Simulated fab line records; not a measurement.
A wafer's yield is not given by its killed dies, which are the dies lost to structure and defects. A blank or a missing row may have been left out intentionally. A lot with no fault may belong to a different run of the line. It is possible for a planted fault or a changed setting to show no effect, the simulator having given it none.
Lot-split experiment ; flow n5 finfet ; 7 lots, 39 wafers read, on a route of 1938 steps

SPLIT DETAILS
At N5_BEOL_M3_ETCH_64 (etches SOC in N2/H2, target depth 75 nm, overetch 15 nm, time 112.5 s), the setting time s was moved away from the recipe's 112.5 s on 15 of the 39 wafers read, by -36.8% to +42.4%. This setting was run at the recipe's value on the other wafers.

FROM THE SPLIT TO THE READING: what the file shows between them, 3 steps
- N5_BEOL_M3_STRIP_65: strips in N2/H2
- N5_BEOL_M3_STRIP_75: strips in N2/H2
- N5_BEOL_M3_STRIP_66: strips in CF4

THE READING
BEOL_M3.cd offset nm (the simulator's own value, which no gauge read), in nm, at N5_BEOL_M3_HM_OPEN_17 (chemistry Cl2/BCl3, target TiN, target depth 20 nm, overetch 6 nm). The file does not state a usual value for it. The 24 wafers here that ran the recipe average -0.1 nm, standard deviation 0.21 nm.

wafer;tool, chamber at the split;time s as run, s;against the recipe;BEOL_M3.cd offset nm, nm;against lot-mates on the recipe
L076.1;rie diel-01, 1;74.02;-34.2%;-0.6;-0.5
L076.2;rie diel-01, 0;112.5;recipe;0;-
L076.3;rie diel-01, 3;74.02;-34.2%;-0.8;-0.7
L076.4;rie diel-01, 2;74.02;-34.2%;-0.8;-0.7
L076.5;rie diel-01, 2,1;112.5;recipe;-0.2;-
L076.6;rie diel-01, 2,1;112.5;recipe;-0.2;-
L080.1;rie diel-01, 0,1;112.5;recipe;-0.2;-
L080.2;rie diel-01, 3;112.5;recipe;0;-
L080.3;rie diel-01, 0,1;112.5;recipe;-0.2;-
L080.4;rie diel-01, 2,0;112.5;recipe;-0.4;-
L080.5;rie diel-01, 2,0;112.5;recipe;-0.2;-
L080.6;rie diel-01, 3;112.5;recipe;0;-
L081.1;rie diel-03, 3,2;112.5;recipe;-0.2;-
L081.2;rie diel-03, 2;71.09;-36.8%;-0.6;-0.5
L081.3;rie diel-03, 0;112.5;recipe;0;-
L081.4;rie diel-03, 1;71.09;-36.8%;-1;-0.9
L081.5;rie diel-03, 3,2;112.5;recipe;0;-
L081.6;rie diel-03, 3;71.09;-36.8%;-0.6;-0.5
L085.1;rie diel-01, 1;112.5;recipe;0;-
L085.2;rie diel-01, 0;147.6;+31.2%;0.6;+0.4
L085.3;rie diel-01, 3;112.5;recipe;0.2;-
L085.4;rie diel-01, 1;147.6;+31.2%;0.6;+0.4
L085.5;rie diel-01, 0;147.6;+31.2%;0.8;+0.6
L085.6;rie diel-01, 3;112.5;recipe;0.4;-
L091.2;rie diel-03, 1;112.5;recipe;-0.2;-
L091.3;rie diel-03, 3;112.5;recipe;-0.4;-
L091.6;rie diel-03, 1;112.5;recipe;-0.4;-
L093.1;rie diel-04, 3;160.2;+42.4%;0.8;+1.2
L093.2;rie diel-04, 0;160.2;+42.4%;0.6;+1.0
L093.3;rie diel-04, 1;112.5;recipe;-0.4;-
L093.4;rie diel-04, 0;112.5;recipe;-0.4;-
L093.5;rie diel-04, 3;160.2;+42.4%;0.6;+1.0
L093.6;rie diel-04, 1;112.5;recipe;-0.4;-
L097.1;rie diel-04, 2;112.5;recipe;0.2;-
L097.2;rie diel-04, 0;76.99;-31.6%;-0.6;-0.7
L097.3;rie diel-04, 3,1;112.5;recipe;0;-
L097.4;rie diel-04, 3,1;112.5;recipe;0;-
L097.5;rie diel-04, 2;76.99;-31.6%;-0.4;-0.5
L097.6;rie diel-04, 3;76.99;-31.6%;-0.6;-0.7
If several chambers appear in one row, that row covers several wafers at once and the file leaves open which wafer was in which chamber.

FIT RESULTS
A straight line over all 39 wafers: BEOL_M3.cd offset nm changes by +0.0183 nm for each +1% of time s; r = +0.90; the points scatter about the line by 0.2 nm.
The same after taking each lot's own level away (the mean of its wafers on the recipe; 39 wafers): +0.0198 nm for each +1%; r = +0.95; scatter 0.14 nm.
On that fit, the largest move of time s shifts the reading by 0.84 nm.
Measured against the standard deviation above, the lots' own levels, which go from -0.40 to 0.20 nm, span 2.8 times it.
So the lot-to-lot level changes the slope little: the two slopes agree.
Check: +0.804 nm against its lot-mates is what the line predicts for one of the wafers moved furthest among these (+42.4%) when that wafer is left out of the fit. It came out at +1.2 nm against them.

ADDITIONAL SPLITS CARRIED BY THESE WAFERS
Note: prior to the reading, these wafers also went through further splits. Each is held against what the fit with the lots' levels taken away leaves over:
other split on the same wafers;wafers away from the commonest value;r with BEOL_M3.cd offset nm (lot level and that fit taken away)
N5_FIN_SAQP_HM_DEP_03 target thk a;18;+0.16
N5_SD_EPI_N_DESCUM_14 time s;18;+0.28
N5_HKMG_FIN_HK_ALD_01 ald cycles;12;+0.09

THE WHOLE CHAIN: every reading that the file lists as answering this split, in the file's order
step;what it does;reading;change (the file's fit);r (the file's)
N5_BEOL_M3_ETCH_64;etches SOC in N2/H2, target depth 75 nm, overetch 15 nm, time 112.5 s;SiARC_of_BEOL_M3_COAT_62.thk nm (the simulator's own value, which no gauge read);-0.0509 nm for each +1% of the setting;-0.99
N5_BEOL_M3_ETCH_64;etches SOC in N2/H2, target depth 75 nm, overetch 15 nm, time 112.5 s;BEOL_M3.cd offset nm (the simulator's own value, which no gauge read);+0.0193 nm for each +1% of the setting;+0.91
N5_BEOL_M3_HM_OPEN_17;chemistry Cl2/BCl3, target TiN, target depth 20 nm, overetch 6 nm;etch.depth nm (the simulator's own value, which no gauge read);not straight: 20.13 at the lowest setting, 20.04 at the recipe, 15.35 at the highest;not given
N5_BEOL_M3_HM_OPEN_17;chemistry Cl2/BCl3, target TiN, target depth 20 nm, overetch 6 nm;BEOL_M3.cd offset nm (the simulator's own value, which no gauge read);+0.0197 nm for each +1% of the setting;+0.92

THE FILE'S OWN FIT
BEOL_M3.cd offset nm changes by +0.0197 nm for each +1% of time s, r = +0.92.
